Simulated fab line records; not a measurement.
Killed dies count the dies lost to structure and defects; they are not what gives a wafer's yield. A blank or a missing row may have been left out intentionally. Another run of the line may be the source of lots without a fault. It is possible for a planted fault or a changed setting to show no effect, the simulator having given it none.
Split-lot experiment || flow n5Finfet || 7 lots, 39 wafers read, on a route of 1938 steps

ABOUT THE SPLIT
At N5_FIN_CUT_CUT_ETCH_15 (etches Si in HBr/Cl2/O2, target depth 100 nm, bt time 10 s, time 42.4 s), the setting targetDepthA was moved away from the recipe's 1000 angstrom on 15 of the 39 wafers read, by -7.2% to +12.2%. This setting was run at the recipe's value on the other wafers.

Split to reading: the file shows no intervening step.

THE READING
SOC_of_FIN_CUT_COAT_18.thkNm (the simulator's own value, which no gauge read), in nm, at N5_FIN_CUT_CUT_ETCH_28 (etches Si in HBr/Cl2/O2, target depth 6 nm, time 2.4 s). No usual value for it is given in the file. Average 168.4 nm, standard deviation 1.6 nm, over the 24 wafers here run with the recipe.

{"wafer": "L080.1", "tool, chamber at the split": "rieSi-05, 0", "targetDepthA as run, angstrom": 1000, "against the recipe": "recipe", "SOC_of_FIN_CUT_COAT_18.thkNm, nm": 168.6, "against lot-mates on the recipe": "-"}
{"wafer": "L080.6", "tool, chamber at the split": "rieSi-05, 0", "targetDepthA as run, angstrom": 1000, "against the recipe": "recipe", "SOC_of_FIN_CUT_COAT_18.thkNm, nm": 168.6, "against lot-mates on the recipe": "-"}
{"wafer": "L080.2", "tool, chamber at the split": "rieSi-05, 3", "targetDepthA as run, angstrom": 1000, "against the recipe": "recipe", "SOC_of_FIN_CUT_COAT_18.thkNm, nm": 168.4, "against lot-mates on the recipe": "-"}
{"wafer": "L080.3", "tool, chamber at the split": "rieSi-05, 2", "targetDepthA as run, angstrom": 1000, "against the recipe": "recipe", "SOC_of_FIN_CUT_COAT_18.thkNm, nm": 169.6, "against lot-mates on the recipe": "-"}
{"wafer": "L080.4", "tool, chamber at the split": "rieSi-05, 1", "targetDepthA as run, angstrom": 1000, "against the recipe": "recipe", "SOC_of_FIN_CUT_COAT_18.thkNm, nm": 167.6, "against lot-mates on the recipe": "-"}
{"wafer": "L080.5", "tool, chamber at the split": "rieSi-05, 1", "targetDepthA as run, angstrom": 1000, "against the recipe": "recipe", "SOC_of_FIN_CUT_COAT_18.thkNm, nm": 167.4, "against lot-mates on the recipe": "-"}
{"wafer": "L082.1", "tool, chamber at the split": "rieSi-06, 2", "targetDepthA as run, angstrom": 928.3, "against the recipe": "-7.2%", "SOC_of_FIN_CUT_COAT_18.thkNm, nm": 171.6, "against lot-mates on the recipe": "+1.1"}
{"wafer": "L082.2", "tool, chamber at the split": "rieSi-06, 0", "targetDepthA as run, angstrom": 1000, "against the recipe": "recipe", "SOC_of_FIN_CUT_COAT_18.thkNm, nm": 171, "against lot-mates on the recipe": "-"}
{"wafer": "L082.5", "tool, chamber at the split": "rieSi-06, 0", "targetDepthA as run, angstrom": 1000, "against the recipe": "recipe", "SOC_of_FIN_CUT_COAT_18.thkNm, nm": 171, "against lot-mates on the recipe": "-"}
{"wafer": "L082.3", "tool, chamber at the split": "rieSi-06, 3", "targetDepthA as run, angstrom": 928.3, "against the recipe": "-7.2%", "SOC_of_FIN_CUT_COAT_18.thkNm, nm": 171, "against lot-mates on the recipe": "+0.5"}
{"wafer": "L082.4", "tool, chamber at the split": "rieSi-06, 1", "targetDepthA as run, angstrom": 1000, "against the recipe": "recipe", "SOC_of_FIN_CUT_COAT_18.thkNm, nm": 169.6, "against lot-mates on the recipe": "-"}
{"wafer": "L082.6", "tool, chamber at the split": "rieSi-06, 3", "targetDepthA as run, angstrom": 928.3, "against the recipe": "-7.2%", "SOC_of_FIN_CUT_COAT_18.thkNm, nm": 170.4, "against lot-mates on the recipe": -0.1}
{"wafer": "L086.2", "tool, chamber at the split": "rieSi-04, 0", "targetDepthA as run, angstrom": 1000, "against the recipe": "recipe", "SOC_of_FIN_CUT_COAT_18.thkNm, nm": 169.8, "against lot-mates on the recipe": "-"}
{"wafer": "L086.4", "tool, chamber at the split": "rieSi-04, 0", "targetDepthA as run, angstrom": 1000, "against the recipe": "recipe", "SOC_of_FIN_CUT_COAT_18.thkNm, nm": 168.6, "against lot-mates on the recipe": "-"}
{"wafer": "L086.6", "tool, chamber at the split": "rieSi-04, 3", "targetDepthA as run, angstrom": 1000, "against the recipe": "recipe", "SOC_of_FIN_CUT_COAT_18.thkNm, nm": 167.4, "against lot-mates on the recipe": "-"}
{"wafer": "L087.1", "tool, chamber at the split": "rieSi-04, 0", "targetDepthA as run, angstrom": 931.6, "against the recipe": "-6.8%", "SOC_of_FIN_CUT_COAT_18.thkNm, nm": 169.6, "against lot-mates on the recipe": "+3.1"}
{"wafer": "L087.2", "tool, chamber at the split": "rieSi-04, 3", "targetDepthA as run, angstrom": 931.6, "against the recipe": "-6.8%", "SOC_of_FIN_CUT_COAT_18.thkNm, nm": 168.6, "against lot-mates on the recipe": "+2.1"}
{"wafer": "L087.3", "tool, chamber at the split": "rieSi-04, 1", "targetDepthA as run, angstrom": 931.6, "against the recipe": "-6.8%", "SOC_of_FIN_CUT_COAT_18.thkNm, nm": 171.4, "against lot-mates on the recipe": "+4.9"}
{"wafer": "L087.4", "tool, chamber at the split": "rieSi-04, 1", "targetDepthA as run, angstrom": 1000, "against the recipe": "recipe", "SOC_of_FIN_CUT_COAT_18.thkNm, nm": 167, "against lot-mates on the recipe": "-"}
{"wafer": "L087.5", "tool, chamber at the split": "rieSi-04, 3", "targetDepthA as run, angstrom": 1000, "against the recipe": "recipe", "SOC_of_FIN_CUT_COAT_18.thkNm, nm": 165.2, "against lot-mates on the recipe": "-"}
{"wafer": "L087.6", "tool, chamber at the split": "rieSi-04, 0", "targetDepthA as run, angstrom": 1000, "against the recipe": "recipe", "SOC_of_FIN_CUT_COAT_18.thkNm, nm": 167.4, "against lot-mates on the recipe": "-"}
{"wafer": "L089.1", "tool, chamber at the split": "rieSi-04, 0", "targetDepthA as run, angstrom": 1000, "against the recipe": "recipe", "SOC_of_FIN_CUT_COAT_18.thkNm, nm": 166.6, "against lot-mates on the recipe": "-"}
{"wafer": "L089.3", "tool, chamber at the split": "rieSi-04, 2", "targetDepthA as run, angstrom": 1000, "against the recipe": "recipe", "SOC_of_FIN_CUT_COAT_18.thkNm, nm": 166.6, "against lot-mates on the recipe": "-"}
{"wafer": "L089.2", "tool, chamber at the split": "rieSi-04, 1", "targetDepthA as run, angstrom": 1122, "against the recipe": "+12.2%", "SOC_of_FIN_CUT_COAT_18.thkNm, nm": 161.6, "against lot-mates on the recipe": -4.9}
{"wafer": "L089.4", "tool, chamber at the split": "rieSi-04, 3", "targetDepthA as run, angstrom": 1122, "against the recipe": "+12.2%", "SOC_of_FIN_CUT_COAT_18.thkNm, nm": 162.2, "against lot-mates on the recipe": -4.3}
{"wafer": "L089.5", "tool, chamber at the split": "rieSi-04, 2", "targetDepthA as run, angstrom": 1122, "against the recipe": "+12.2%", "SOC_of_FIN_CUT_COAT_18.thkNm, nm": 162.4, "against lot-mates on the recipe": -4.1}
{"wafer": "L089.6", "tool, chamber at the split": "rieSi-04, 1", "targetDepthA as run, angstrom": 1000, "against the recipe": "recipe", "SOC_of_FIN_CUT_COAT_18.thkNm, nm": 166.4, "against lot-mates on the recipe": "-"}
{"wafer": "L090.1", "tool, chamber at the split": "rieSi-04, 2", "targetDepthA as run, angstrom": 1000, "against the recipe": "recipe", "SOC_of_FIN_CUT_COAT_18.thkNm, nm": 168, "against lot-mates on the recipe": "-"}
{"wafer": "L090.2", "tool, chamber at the split": "rieSi-04, 0", "targetDepthA as run, angstrom": 1066, "against the recipe": "+6.6%", "SOC_of_FIN_CUT_COAT_18.thkNm, nm": 165.4, "against lot-mates on the recipe": -2.3}
{"wafer": "L090.4", "tool, chamber at the split": "rieSi-04, 1", "targetDepthA as run, angstrom": 1066, "against the recipe": "+6.6%", "SOC_of_FIN_CUT_COAT_18.thkNm, nm": 165.4, "against lot-mates on the recipe": -2.3}
{"wafer": "L090.3", "tool, chamber at the split": "rieSi-04, 3", "targetDepthA as run, angstrom": 1000, "against the recipe": "recipe", "SOC_of_FIN_CUT_COAT_18.thkNm, nm": 166.6, "against lot-mates on the recipe": "-"}
{"wafer": "L090.5", "tool, chamber at the split": "rieSi-04, 1", "targetDepthA as run, angstrom": 1000, "against the recipe": "recipe", "SOC_of_FIN_CUT_COAT_18.thkNm, nm": 168.4, "against lot-mates on the recipe": "-"}
{"wafer": "L090.6", "tool, chamber at the split": "rieSi-04, 2", "targetDepthA as run, angstrom": 1066, "against the recipe": "+6.6%", "SOC_of_FIN_CUT_COAT_18.thkNm, nm": 165.6, "against lot-mates on the recipe": -2.1}
{"wafer": "L091.1", "tool, chamber at the split": "rieSi-06, 0", "targetDepthA as run, angstrom": 1000, "against the recipe": "recipe", "SOC_of_FIN_CUT_COAT_18.thkNm, nm": 170.8, "against lot-mates on the recipe": "-"}
{"wafer": "L091.2", "tool, chamber at the split": "rieSi-06, 2", "targetDepthA as run, angstrom": 1000, "against the recipe": "recipe", "SOC_of_FIN_CUT_COAT_18.thkNm, nm": 170.6, "against lot-mates on the recipe": "-"}
{"wafer": "L091.3", "tool, chamber at the split": "rieSi-06, 3", "targetDepthA as run, angstrom": 1106, "against the recipe": "+10.6%", "SOC_of_FIN_CUT_COAT_18.thkNm, nm": 164.8, "against lot-mates on the recipe": -5.7}
{"wafer": "L091.4", "tool, chamber at the split": "rieSi-06, 1", "targetDepthA as run, angstrom": 1000, "against the recipe": "recipe", "SOC_of_FIN_CUT_COAT_18.thkNm, nm": 170.2, "against lot-mates on the recipe": "-"}
{"wafer": "L091.5", "tool, chamber at the split": "rieSi-06, 1", "targetDepthA as run, angstrom": 1106, "against the recipe": "+10.6%", "SOC_of_FIN_CUT_COAT_18.thkNm, nm": 166.8, "against lot-mates on the recipe": -3.7}
{"wafer": "L091.6", "tool, chamber at the split": "rieSi-06, 2", "targetDepthA as run, angstrom": 1106, "against the recipe": "+10.6%", "SOC_of_FIN_CUT_COAT_18.thkNm, nm": 165.4, "against lot-mates on the recipe": -5.1}

THE FIT
A straight line over all 39 wafers: SOC_of_FIN_CUT_COAT_18.thkNm changes by -0.376 nm for each +1% of targetDepthA; r = -0.81; the points scatter about the line by 1.5 nm.
The same after taking each lot's own level away (the mean of its wafers on the recipe; 39 wafers): -0.358 nm for each +1%; r = -0.89; scatter 1 nm.
That fit puts the effect of the largest move of targetDepthA on the reading at 4.4 nm.
From 166.53 to 170.53 nm: that is the span of the lots' own levels, equal to 2.5 times the standard deviation above.
The two slopes agree, so the slope changes little with the lot-to-lot level.
Check: for one of the wafers moved furthest among these (+12.2%), held out of the fit, the line's prediction against its lot-mates is -4.47 nm. Against them it came out at -4.93 nm.

THE WHOLE CHAIN: every reading that the file lists as answering this split, in the file's order
{"step": "N5_FIN_CUT_CUT_ETCH_15", "what it does": "etches Si in HBr/Cl2/O2, target depth 100 nm, bt time 10 s, time 42.4 s", "reading": "etch.depthNm (the simulator's own value, which no gauge read)", "change (the file's fit)": "+0.963 nm for each +1% of the setting", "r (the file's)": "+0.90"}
{"step": "N5_FIN_CUT_CUT_ETCH_15", "what it does": "etches Si in HBr/Cl2/O2, target depth 100 nm, bt time 10 s, time 42.4 s", "reading": "FIN_CUT.featureDepthNm (the simulator's own value, which no gauge read)", "change (the file's fit)": "+0.963 nm for each +1% of the setting", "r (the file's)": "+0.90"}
{"step": "N5_FIN_CUT_CUT_ETCH_15", "what it does": "etches Si in HBr/Cl2/O2, target depth 100 nm, bt time 10 s, time 42.4 s", "reading": "SOC_of_FIN_CUT_COAT_18.thkNm (the simulator's own value, which no gauge read)", "change (the file's fit)": "-0.372 nm for each +1% of the setting", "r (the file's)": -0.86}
{"step": "N5_FIN_CUT_CUT_ETCH_28", "what it does": "etches Si in HBr/Cl2/O2, target depth 6 nm, time 2.4 s", "reading": "SOC_of_FIN_CUT_COAT_18.thkNm (the simulator's own value, which no gauge read)", "change (the file's fit)": "-0.364 nm for each +1% of the setting", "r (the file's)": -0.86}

FILE'S OWN FIT
SOC_of_FIN_CUT_COAT_18.thkNm changes by -0.364 nm for each +1% of targetDepthA, r = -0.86.
